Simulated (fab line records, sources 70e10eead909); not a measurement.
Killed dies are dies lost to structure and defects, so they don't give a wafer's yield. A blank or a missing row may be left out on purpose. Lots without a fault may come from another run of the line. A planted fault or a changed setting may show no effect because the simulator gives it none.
Chamber matching | flow nand_harc | NHARC_A_STAIRCASE_CMP_152 on cmp-01: 4 sister chambers
The step polishes. 4 wafers are shown with their chamber, then 12 later ones without.

WAFERS WITH THEIR CHAMBER
wafer  | chamber | motor_current_A (A)
L083.5 | 3       | 12.7
L085.1 | 0       | 10.1
L085.5 | 2       | 12.1
L085.6 | 1       | 12.0

WAFERS WITHOUT THEIR CHAMBER
wafer  | motor_current_A (A)
L092.1 | 12.3
L092.3 | 10.5
L092.5 | 12.9
L097.1 | 11.6
L097.2 | 10.5
L097.6 | 12.9
L096.2 | 12.4
L096.3 | 11.4
L096.5 | 12.1
L096.1 | 10.6
L096.4 | 13.5
L096.6 | 12.3

WHICH CHAMBER EACH WENT THROUGH
wafer  | from the rows above               | in truth
L092.1 | can't be placed: 2 or 1 or 3      | 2
L092.3 | 0                                 | 0
L092.5 | can't be placed: 3 or 2 or 1      | 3
L097.1 | can't be placed: 1 or 2 or 3      | 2
L097.2 | 0                                 | 0
L097.6 | can't be placed: 3 or 2 or 1      | 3
L096.2 | can't be placed: 3 or 2 or 1      | 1
L096.3 | can't be placed: 1 or 2 or 3 or 0 | 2
L096.5 | can't be placed: 2 or 1 or 3      | 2
L096.1 | 0                                 | 0
L096.4 | can't be placed: 3 or 2 or 1      | 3
L096.6 | can't be placed: 2 or 1 or 3      | 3
Placed correctly: 3 of 12. Can't be placed from these rows: 9 (the true chamber is among the candidates in 9). Placed wrongly: 0.
How it was worked out, from the rows above alone: a wafer's distance from a chamber is the root of the sum, over the readings, of the square of ((its reading less the chamber's mean) divided by the reading's scatter). The wafer belongs to the nearest chamber; if the next one is less than 2 further off, it can't be placed. A chamber's mean is the mean of its shown wafers. The scatter: with one shown wafer a chamber, the root of the mean of the squares of how far each hidden wafer lies from its nearest shown one.
